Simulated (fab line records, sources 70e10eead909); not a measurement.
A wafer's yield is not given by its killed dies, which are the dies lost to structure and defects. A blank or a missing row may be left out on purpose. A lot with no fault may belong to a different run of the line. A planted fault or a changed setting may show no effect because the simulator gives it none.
fab line records | flow nand-harc | part 1 of 2: steps 1 to 29 of 37
[record] lots = 5 wafers = 15 last-day = 24
route steps=1159 shown A_CHANNEL_FILL_D1@494 A_STAIRCASE@519
lots that met no fault: from a run of the same line without faults
start-h: hours from the record's first day to the start of the lot's first wafer shown | wait-h: time in hours since the lot's previous step | " as in the row above | L1.1+2: one row covering several wafers at once | - no value, or no start was given | * or withheld: withheld | < > ~ a bound
route shown NAME@n: NAME is a module with steps in the file, n the number in the route of the first one | usual: mean/standard deviation of fault-free wafers | same: alike in all rows | chamber/n: place in a boat | sites: the reading at each site | _std_site: standard deviation of those values | _edge_site: outer sites' mean less inner sites' | radius-mm: how far each site lies from the wafer's centre | mask NAME#n: copy n | behind: the most recent tool/chamber to have shaped the wafer | hold: why the lot was held/for how many hours/how that ended | device: whichever transistor did not switch (one of n, p or np) | end of line: tests run on the same wafers once the route is complete | where a step has no rows: the recipe by itself | killed: dies that structure and defects cost at the first sort, which is not the same as the wafer's yield | map: a wafer's dies, x killed, . not, _ none there
set.NAME: the setting the step ran with; set.NAME@STEP: the setting that earlier step ran with | model.NAME: the simulator's own value behind a step, which no gauge read
certain route steps with their lots: each step a table, each wafer a row
services: the hour from which a tool's chamber was out of use, counted from the record's first day as start-h (under 0 if before that day), plus the number of hours and why
[[steps]]
[step NHARC_A_CHANNEL_FILL_D1_ALD_14]
[recipe] target-thk-a = 25 pulse-time-s = 10 ald-cycles = 25 temp-c = 300 material = SiO2
[usual] heater-power-w = 503/72 precursor-pulse-height-rel = 0.999/0.02
// columns lot.wafer tool chamber start-h wait-h heater-power-w precursor-pulse-height-rel
L086.4 ald-hk-03 3 265.76 0.3 419 1.036
L086.6 " 0 " " 397 0.979
L086.5 " 1 " " 415 1.009
L088.2 ald-hk-02 3 269.77 0.0 558 1.011
L088.4 " 0 " " 561 1.006
L088.1 " 1 " " 509 0.981
L087.3 ald-hk-04 0 285.49 0.1 532 0.999
L087.2 " 2 " " 516 0.984
L087.5 " 3 " " 540 0.995
L096.1 ald-hk-02 3 328.12 0.9 501 1.001
L096.5 " 0 " " 546 0.982
L096.6 " 1 " " 524 0.985
L094.1 ald-hk-02 3 331.37 0.0 512 0.984
L094.2 " 2 " " 629 1.022
L094.5 " 3 " " 495 0.956
[step NHARC_A_CHANNEL_FILL_D1_ALD_15]
[recipe] target-thk-a = 20 pulse-time-s = 60 ald-cycles = 19 temp-c = 630 pressure-torr = 2 material = SiNx
[usual] precursor-pulse-height-rel = 0.998/0.02
// columns lot.wafer tool chamber start-h wait-h precursor-pulse-height-rel
L086.4 ald-sin-batch-03 0 268.66 2.8 1.004
L086.5 " 0 " " 0.998
L086.6 " 0 " " 0.998
L088.1 ald-sin-batch-01 0 273.11 3.1 0.993
L088.2 " 0 " " 0.990
L088.4 " 0 " " 1.038
L087.2 ald-sin-batch-01 0 - - 0.999
L087.3 " 0 " " 0.985
L087.5 " 0 " " 0.992
L096.1 ald-sin-batch-01 0 - - 0.965
L096.5 " 0 " " 1.006
L096.6 " 0 " " 1.014
L094.1 ald-sin-batch-01 0 - - 0.974
L094.2 " 0 " " 0.992
L094.5 " 0 " " 0.981
[step NHARC_A_CHANNEL_FILL_D1_ALD_16]
[recipe] target-thk-a = 15 pulse-time-s = 10 ald-cycles = 15 temp-c = 300 material = SiO2
[usual] heater-power-w = 523/79 precursor-pulse-height-rel = 0.999/0.021
// columns lot.wafer tool chamber start-h wait-h heater-power-w precursor-pulse-height-rel
L086.4 ald-hk-02 2 270.77 0.1 668 0.979
L086.5 " 1 " " 495 0.996
L086.6 " 2 " " 661 0.991
L088.2 ald-hk-04 0 275.15 0.0 525 0.979
L088.4 " 1 " " 515 1.007
L088.1 " 3 " " 553 0.999
L087.2 ald-hk-04 0 290.65 0.0 541 0.977
L087.3 " 2 " " 525 1.031
L087.5 " 1 " " 504 1.009
L096.1 ald-hk-02 0 332.96 0.1 545 0.987
L096.5 " 0 " " 562 0.995
L096.6 " 1 " " 520 1.016
L094.1 ald-hk-02 2 336.55 0.0 632 1.015
L094.2 " 3 " " 506 1.025
L094.5 " 3 " " 508 0.968
[step NHARC_A_CHANNEL_FILL_D1_ANNEAL_17]
[recipe] temp-c = 850 time-s = 1800
// columns lot.wafer tool chamber start-h wait-h
L086.4+5+6 furnace-02 0 275.26 4.4
L088.1+2+4 furnace-08 0 278.60 -
L087.2+3+5 furnace-04 0 293.82 -
L096.1+5+6 furnace-08 0 336.39 -
L094.1+2+5 furnace-08 0 340.23 -
[step NHARC_A_CHANNEL_FILL_D1_CVD_18]
[recipe] target-thk-a = 30 temp-c = 550 material = poly-Si
// columns lot.wafer tool chamber start-h wait-h
L086.4+5+6 lpcvd-poly-03 0 281.85 -
L088.1+2+4 lpcvd-poly-01 0 285.00 -
L087.2+3+5 lpcvd-poly-02 0 300.37 -
L096.1+5+6 lpcvd-poly-02 0 342.92 -
L094.1+2+5 lpcvd-poly-02 0 346.76 -
[step NHARC_A_CHANNEL_FILL_D1_ETCHBACK_19]
[recipe] target-depth-a = 50 time-s = 1.7 hbr-flow-sccm = 150 cl2-flow-sccm = 50 rf-w = 400 icp-w = 400 bias-w = 100 chemistry = HBr/Cl2
[usual] drypump-motor-current-A = 5.7/0.37 oes-product-au = 0.999/0.0063 throttle-valve-pct = 26.406/0.0087
// columns lot.wafer tool chamber start-h wait-h drypump-motor-current-A oes-product-au rf-hours-counter-h throttle-valve-pct
L086.4 rie-si-02 3 283.96 0.4 6.1 1.001 0.4 26.422
L086.5 " 0 " " 5.2 0.987 - 26.391
L086.6 " 1 " " 5.8 1.002 - 26.404
L088.4 rie-si-01 2 287.05 0.4 5.6 1.004 1.5 26.404
L088.1 " 3 " " 5.0 1.011 1.3 26.400
L088.2 " 1 " " 5.8 1.000 1.5 26.406
L087.3 rie-si-01 1 302.46 0.4 5.8 0.995 1.6 26.418
L087.2 " 3 " " 5.0 1.002 1.4 26.414
L087.5 " 1 " " 5.8 0.998 - 26.423
L096.1 rie-si-06 0 345.01 0.4 5.4 0.998 1.5 26.406
L096.5 " 1 " " 6.2 1.001 - 26.392
L096.6 " 2 " " 6.1 0.997 - 26.402
L094.1 rie-si-01 3 348.87 0.4 5.0 0.993 0.3 26.422
L094.2 " 0 " " 6.1 1.004 0.3 26.404
L094.5 " 2 " " 5.6 0.988 - 26.403
[step NHARC_A_CHANNEL_FILL_D1_ETCHBACK_20]
[recipe] target-depth-a = 270 time-s = 13.5 c4f8-flow-sccm = withheld o2-flow-sccm = 8 ar-flow-sccm = withheld rf-w = 600 bias-w = 1500 chemistry = C4F8/O2/Ar
[usual] oes-product-au = 0.97/0.035 rf-vpp-V = 976/5.2
// columns lot.wafer tool chamber start-h wait-h oes-product-au rf-hours-counter-h rf-vpp-V
L086.4 rie-diel-12 1 284.06 - 1.00 2 973
L086.6 " 0 " " 0.99 - 982
L086.5 " 1 " " 1.01 - 973
L088.1 rie-diel-03 3 287.18 - 1.00 3 976
L088.4 " 0 " " 1.00 3 980
L088.2 " 2 " " 1.00 3 983
L087.2 rie-diel-12 1 302.59 - 0.93 2 973
L087.3 " 0 " " 0.91 2 981
L087.5 " 1 " " 0.92 - 971
L096.1 rie-diel-03 1 345.12 - 0.93 5 970
L096.5 " 3 " " 0.93 - 975
L096.6 " 0 " " 0.94 - 978
L094.2 rie-diel-03 2 348.98 - 0.93 5 982
L094.1 " 0 " " 0.93 5 978
L094.5 " 3 " " 0.92 - 976
[step NHARC_A_CHANNEL_FILL_D1_STRIP_28]
[recipe] time-s = 20 o2-flow-sccm = 500 ar-flow-sccm = 0 bias-w = 0 chemistry = O2
[usual] drypump-motor-current-A = 5.8/0.3 oes-product-au = 1.001/0.0082 rf-vpp-V = 57.7/0.89 showerhead-plenum-p-Torr = 3.48/0.13 throttle-valve-pct = 17.035/0.0092
// columns lot.wafer tool chamber start-h wait-h drypump-motor-current-A oes-product-au rf-hours-counter-h rf-vpp-V showerhead-plenum-p-Torr throttle-valve-pct
L086.4 rie-diel-12 0 284.17 0.1 6.0 0.992 2 58.0 3.62 17.034
L086.5 " 2 " " 5.7 0.999 - 55.8 3.32 17.034
L086.6 " 3 " " 6.0 1.000 - 58.2 3.55 17.030
L088.1 rie-diel-03 0 287.28 0.1 5.4 0.995 3 58.6 3.58 17.049
L088.2 " 1 " " 5.7 0.998 3 56.9 3.31 17.046
L088.4 " 2 " " 6.1 1.002 3 59.0 3.63 17.034
L087.3 rie-diel-12 2 302.68 0.1 5.7 0.993 3 56.7 3.32 17.025
L087.2 " 0 " " 6.0 0.991 2 59.4 3.62 17.040
L087.5 " 1 " " 5.5 1.005 - 58.3 3.38 17.046
L096.1 rie-diel-03 3 345.20 0.1 6.2 1.008 5 57.3 3.44 17.040
L096.6 " 1 " " 5.7 1.022 - 56.4 3.31 17.022
L096.5 " 2 " " 6.1 1.009 - 58.7 3.62 17.050
L094.2 rie-diel-03 2 349.08 0.1 6.2 0.993 5 59.1 3.62 17.029
L094.1 " 3 " " 6.3 0.994 5 57.4 3.44 17.034
L094.5 " 2 " " 6.1 1.005 - 58.4 3.62 17.036
[step NHARC_A_CHANNEL_FILL_D1_PRECLEAN_21]
[recipe] time-s = 30 chemistry = dHF
// columns lot.wafer tool chamber start-h wait-h
L086.5+6+4 wet-bench-06 0,1,3 284.26 -
L088.1+2+4 wet-bench-06 0,1,2 287.37 -
L087.3+5+2 wet-bench-09 1,2,3 302.79 -
L096.5+1+6 wet-bench-06 3,4,0 345.29 -
L094.2+5+1 wet-bench-06 1,2,3 349.18 -
[step NHARC_A_CHANNEL_FILL_D1_SRD_23]
// columns lot.wafer tool chamber start-h wait-h
L086.5+6+4 wet-bench-06 0,1,3 284.29 0.0
L088.1+2+4 wet-bench-06 0,1,2 287.40 0.0
L087.3+5+2 wet-bench-09 1,2,3 302.81 0.0
L096.5+1+6 wet-bench-06 3,4,0 345.31 0.0
L094.2+5+1 wet-bench-06 1,2,3 349.20 0.0
[step NHARC_A_CHANNEL_FILL_D1_CVD_05]
[recipe] target-thk-a = 50 temp-c = 550 material = poly-Si
// columns lot.wafer tool chamber start-h wait-h
L086.4+5+6 lpcvd-poly-01 0 286.68 2.4
L088.1+2+4 lpcvd-poly-01 0 289.66 2.3
L087.2+3+5 lpcvd-poly-03 0 306.34 3.5
L096.1+5+6 lpcvd-poly-03 0 347.74 2.4
L094.1+2+5 lpcvd-poly-03 0 351.63 2.4
[step NHARC_A_CHANNEL_FILL_D1_ANNEAL_22]
[recipe] temp-c = 620 time-s = 7200
// columns lot.wafer tool chamber start-h wait-h
L086.4+5+6 furnace-02 0 291.78 3.3
L088.1+2+4 furnace-02 0 295.37 3.8
L087.2+3+5 furnace-08 0 311.71 3.5
L096.1+5+6 furnace-04 0 352.85 3.3
L094.1+2+5 furnace-02 0 356.74 3.3
[step NHARC_A_CHANNEL_FILL_D1_THK_MEAS_06]
[recipe] thk-meas-gauge = ellipsometry
[usual] thk-nm = 5.0/1
// columns lot.wafer tool chamber start-h wait-h thk-nm
L086.4 film-metro-01 - 295.73 0.4 5.5
L086.5 " - " " 6.5
L086.6 " - " " 3.1
L088.1 film-metro-01 - 299.35 0.4 4.3
L088.2 " - " " 4.9
L088.4 " - " " 5.9
L087.2 film-metro-02 - 315.70 0.4 5.3
L087.3 " - " " 5.3
L087.5 " - " " 3.6
L096.1 film-metro-01 - 356.78 0.4 6.5
L096.5 " - " " 5.4
L096.6 " - " " 4.6
L094.1 film-metro-02 - 360.72 0.4 5.1
L094.2 " - " " 3.9
L094.5 " - " " 3.4
[step NHARC_A_CHANNEL_FILL_D1_ALD_25]
[recipe] target-thk-a = 600 pulse-time-s = 10 ald-cycles = 600 temp-c = 300 material = SiOx
[usual] heater-power-w = 506/71 precursor-pulse-height-rel = 1.002/0.02
// columns lot.wafer tool chamber start-h wait-h heater-power-w precursor-pulse-height-rel
L086.4 ald-hk-04 3 295.78 0.1 533 0.998
L086.5 " 3 298.26 2.5 541 0.961
L086.6 " 0 " " 512 0.997
L088.2 ald-hk-03 1 300.62 1.3 400 1.001
L088.1 " 2 301.85 2.5 449 0.993
L088.4 " 3 303.07 3.7 421 0.976
L087.2 ald-hk-04 2 320.06 4.4 508 0.995
L087.3 " 3 " " 539 1.006
L087.5 " 2 322.56 6.9 524 0.999
L096.1 ald-hk-04 3 357.45 0.7 545 1.034
L096.5 " 2 359.28 2.5 528 1.022
L096.6 " 3 " " 548 1.014
L094.1 ald-hk-03 0 361.38 0.7 385 0.995
L094.2 " 1 " " 388 0.999
L094.5 " 0 363.83 3.1 387 1.005
[step NHARC_A_CHANNEL_FILL_D1_ETCHBACK_08]
[recipe] target-depth-a = 2200 time-s = 110 c4f8-flow-sccm = 20 ar-flow-sccm = withheld rf-w = 600 bias-w = 300 chemistry = C4F8
[usual] oes-product-au = 0.95/0.037 rf-vpp-V = 439.8/2.6
// columns lot.wafer tool chamber start-h wait-h oes-product-au rf-hours-counter-h rf-vpp-V
L086.4 rie-diel-12 0 - - 0.93 2 442.0
L086.6 " 2 " " 0.92 - 437.2
L086.5 " 3 " " 0.93 - 440.9
L088.4 rie-diel-12 0 - - 1.00 2 442.9
L088.2 " 1 " " 1.01 3 439.1
L088.1 " 3 " " 1.00 3 440.9
L087.2 rie-diel-12 3 - - 0.93 3 441.6
L087.3 " 1 " " 0.92 3 438.0
L087.5 " 2 " " 0.92 - 436.6
L096.1 rie-diel-03 2 - - 0.93 6 441.6
L096.6 " 2 " " 0.93 - 441.2
L096.5 " 3 " " 0.94 - 440.3
L094.2 rie-diel-12 3 - - 1.01 4 442.2
L094.1 " 0 " " 1.00 4 442.0
L094.5 " 0 " " 1.00 - 443.8
[step NHARC_A_CHANNEL_FILL_D1_STRIP_29]
[recipe] time-s = 20 o2-flow-sccm = 500 ar-flow-sccm = 0 bias-w = 0 chemistry = O2
[usual] drypump-motor-current-A = 5.79/0.29 oes-product-au = 1.001/0.0083 rf-vpp-V = 57.7/0.88 showerhead-plenum-p-Torr = 3.47/0.13 throttle-valve-pct = 17.034/0.0087
// columns lot.wafer tool chamber start-h wait-h drypump-motor-current-A oes-product-au rf-hours-counter-h rf-vpp-V showerhead-plenum-p-Torr throttle-valve-pct
L086.4 rie-diel-12 0 - - 5.97 0.999 2 58.3 3.62 17.018
L086.6 " 0 " " 6.00 0.994 - 57.9 3.62 17.043
L086.5 " 1 " " 5.53 1.006 - 57.5 3.38 17.038
L088.1 rie-diel-12 3 - - 5.97 1.007 3 58.2 3.55 17.020
L088.4 " 0 " " 6.02 1.000 2 58.8 3.62 17.042
L088.2 " 1 " " 5.53 1.000 3 58.6 3.38 17.027
L087.3 rie-diel-12 3 - - 5.97 1.010 3 58.5 3.55 17.036
L087.2 " 0 " " 6.00 0.994 3 58.0 3.62 17.036
L087.5 " 3 " " 5.95 1.004 - 56.8 3.55 17.040
L096.1 rie-diel-03 1 - - 5.74 1.019 6 57.2 3.31 17.026
L096.6 " 3 " " 6.26 1.007 - 58.4 3.44 17.044
L096.5 " 0 " " 5.37 1.007 - 57.5 3.58 17.036
L094.1 rie-diel-12 2 - - 5.72 0.986 5 56.0 3.32 17.042
L094.2 " 3 " " 5.95 0.997 4 58.3 3.55 17.033
L094.5 " 1 " " 5.52 0.992 - 58.1 3.38 17.031
[step NHARC_A_CHANNEL_FILL_D1_PRECLEAN_30]
[recipe] time-s = 30 chemistry = dHF
// columns lot.wafer tool chamber start-h wait-h
L086.6+5+4 wet-bench-09 6,1,2 301.59 -
L088.1+4+2 wet-bench-09 7,0,3 308.83 -
L087.2+5+3 wet-bench-06 6,7,2 325.30 -
L096.6+1+5 wet-bench-09 2,3,4 362.61 -
L094.5+1+2 wet-bench-06 2,3,6 366.54 -
[step NHARC_A_CHANNEL_FILL_D1_SRD_31]
// columns lot.wafer tool chamber start-h wait-h
L086.6+5+4 wet-bench-09 6,1,2 301.62 0.0
L088.1+4+2 wet-bench-09 7,0,3 308.86 0.0
L087.2+5+3 wet-bench-06 6,7,2 325.33 0.0
L096.6+1+5 wet-bench-09 2,3,4 362.63 0.0
L094.5+1+2 wet-bench-06 2,3,6 366.57 0.0
[step NHARC_A_CHANNEL_FILL_D1_CVD_09]
[recipe] target-thk-a = 1500 temp-c = 620 pressure-mtorr = 200 time-s = 3000 material = poly-Si
// columns lot.wafer tool chamber start-h wait-h
L086.4+5+6 lpcvd-poly-02 0 304.04 2.4
L088.1+2+4 lpcvd-poly-02 0 311.28 2.4
L087.2+3+5 lpcvd-poly-01 0 327.54 2.2
L096.1+5+6 lpcvd-poly-03 0 365.06 2.4
L094.1+2+5 lpcvd-poly-03 0 369.00 2.4
[step NHARC_A_CHANNEL_FILL_D1_CMP_10]
[recipe] target-thk-nm = 150
[usual] motor-current-A = 11.8/1.2 retaining-ring-pressure-frac = 1.001/0.0047 time-to-endpoint-s = 15.7/1.9
// columns lot.wafer tool chamber start-h wait-h motor-current-A retaining-ring-pressure-frac time-to-endpoint-s
L086.4 cmp-02 2 307.20 0.4 11.1 1.003 17.6
L086.5 " 2 " " 11.4 1.002 16.6
L086.6 " 3 " " 10.9 0.999 17.7
L088.2 cmp-03 0 314.44 0.4 10.6 1.003 16.1
L088.1 " 1 " " 10.5 1.002 14.9
L088.4 " 2 " " 10.9 1.000 18.3
L087.3 cmp-04 0 330.72 0.4 14.0 0.994 17.7
L087.2 " 3 " " 11.1 0.995 14.8
L087.5 " 1 " " 14.3 1.001 17.3
L096.1 cmp-02 3 368.27 0.4 10.8 1.001 13.6
L096.5 " 0 " " 12.7 1.001 14.0
L096.6 " 1 " " 12.6 1.004 16.1
L094.1 cmp-02 3 372.18 0.4 11.4 0.995 15.1
L094.2 " 0 " " 12.5 0.997 15.2
L094.5 " 0 " " 12.9 1.001 13.6
[step NHARC_A_CHANNEL_FILL_D1_SRD_12]
// columns lot.wafer tool chamber start-h wait-h
L086.4+5+6 wet-bench-02 0,3,4 307.52 0.0
L088.1+4+2 wet-bench-09 3,5,6 314.72 0.0
L087.3+2+5 wet-bench-02 2,4,7 331.02 0.0
L096.5+1+6 wet-bench-06 3,6,7 368.50 0.0
L094.1+2+5 wet-bench-02 2,3,5 372.48 0.0
[step NHARC_A_CHANNEL_FILL_D1_RTA_24]
[recipe] temp-c = 1000 time-s = 5
[usual] lamp-power-pct = 31.6/2.1 wafer_temp_C_max = 1006.2/1.9
// columns lot.wafer tool chamber start-h wait-h lamp-power-pct wafer_temp_C_max
L086.4 rtp-anneal-01 0 308.64 1.0 29.6 1006.4
L086.5 " 0 " " 29.7 1006.8
L086.6 " 0 " " 29.7 1007.9
L088.1 rtp-anneal-02 0 314.83 0.0 33.8 1003.7
L088.2 " 0 " " 33.8 1005.1
L088.4 " 0 " " 33.8 1003.8
L087.2 rtp-anneal-01 0 331.16 0.1 29.6 1006.5
L087.3 " 0 " " 29.6 1008.5
L087.5 " 0 " " 29.6 1008.6
L096.1 rtp-anneal-01 0 368.62 0.0 29.7 1008.1
L096.5 " 0 " " 29.7 1006.7
L096.6 " 0 " " 29.7 1006.0
L094.1 rtp-anneal-01 0 372.70 0.1 29.6 1010.4
L094.2 " 0 " " 29.6 1007.2
L094.5 " 0 " " 29.6 1006.4
[step NHARC_A_CHANNEL_FILL_D1_INSPECT_13]
[usual] raw-defect-count = 284/99
// columns lot.wafer tool chamber start-h wait-h raw-defect-count
L086.4 defect-inspect-01 - 308.76 0.1 226
L086.5 " - " " 225
L086.6 " - " " 186
L088.1 defect-inspect-01 - 315.03 0.2 119
L088.2 " - " " 185
L088.4 " - " " 314
L087.2 defect-inspect-02 - 331.33 0.1 157
L087.3 " - " " 320
L087.5 " - " " 150
L096.1 defect-inspect-01 - 368.82 0.2 219
L096.5 " - " " 198
L096.6 " - " " 263
L094.1 defect-inspect-02 - 372.90 0.2 341
L094.2 " - " " 331
L094.5 " - " " 348
[step NHARC_A_STAIRCASE_DEP_156]
[recipe] target-thk-a = 500 temp-c = 400 target-thk-nm = 50 flow-sccm = 200 rf-w = 450 material = SiNx
[usual] heater-power-w = 710/94
// columns lot.wafer tool chamber start-h wait-h heater-power-w
L086.6 pecvd-03 1 309.18 0.4 710
L086.4 " 2 " " 648
L086.5 " 0 " " 668
L088.1 pecvd-04 0 315.10 0.1 794
L088.2 " 2 " " 841
L088.4 " 2 " " 844
L087.2 pecvd-04 0 331.40 0.1 736
L087.3 " 1 " " 923
L087.5 " 0 " " 735
L096.1 pecvd-03 1 368.89 0.1 719
L096.6 " 1 " " 713
L096.5 " 0 " " 645
L094.2 pecvd-03 1 372.96 0.1 699
L094.1 " 2 " " 677
L094.5 " 0 " " 625
[step NHARC_A_STAIRCASE_DEHYDRATE_158]
[recipe] temp-c = 150 time-s = 120
// columns lot.wafer tool chamber start-h wait-h
L086.4+5+6 litho-track-07 0 309.37 0.1
L088.1+2+4 litho-track-07 0 315.38 0.2
L087.2+3+5 litho-track-05 0 331.67 0.2
L096.1+5+6 litho-track-03 0 369.16 0.2
L094.1+2+5 litho-track-05 0 373.23 0.2
[step NHARC_A_STAIRCASE_HMDS_159]
[recipe] time-s = 30
// columns lot.wafer tool chamber start-h wait-h
L086.4+5+6 litho-track-07 0 - -
L088.1+2+4 litho-track-07 0 - -
L087.2+3+5 litho-track-05 0 - -
L096.1+5+6 litho-track-03 0 - -
L094.1+2+5 litho-track-05 0 - -
[step NHARC_A_STAIRCASE_COAT_160]
[recipe] spin-rpm = 1200
// columns lot.wafer tool chamber start-h wait-h
L086.4+5+6 litho-track-07 0 - -
L088.1+2+4 litho-track-07 0 - -
L087.2+3+5 litho-track-05 0 - -
L096.1+5+6 litho-track-03 0 - -
L094.1+2+5 litho-track-05 0 - -
[step NHARC_A_STAIRCASE_SOFTBAKE_161]
[recipe] temp-c = 135 time-s = 170
// columns lot.wafer tool chamber start-h wait-h
L086.4+5+6 litho-track-07 0 - -
L088.1+2+4 litho-track-07 0 - -
L087.2+3+5 litho-track-05 0 - -
L096.1+5+6 litho-track-03 0 - -
L094.1+2+5 litho-track-05 0 - -
[step NHARC_A_STAIRCASE_EBR_162]
// columns lot.wafer tool chamber start-h wait-h
L086.4+5+6 litho-track-07 0 - -
L088.1+2+4 litho-track-07 0 - -
L087.2+3+5 litho-track-05 0 - -
L096.1+5+6 litho-track-03 0 - -
L094.1+2+5 litho-track-05 0 - -
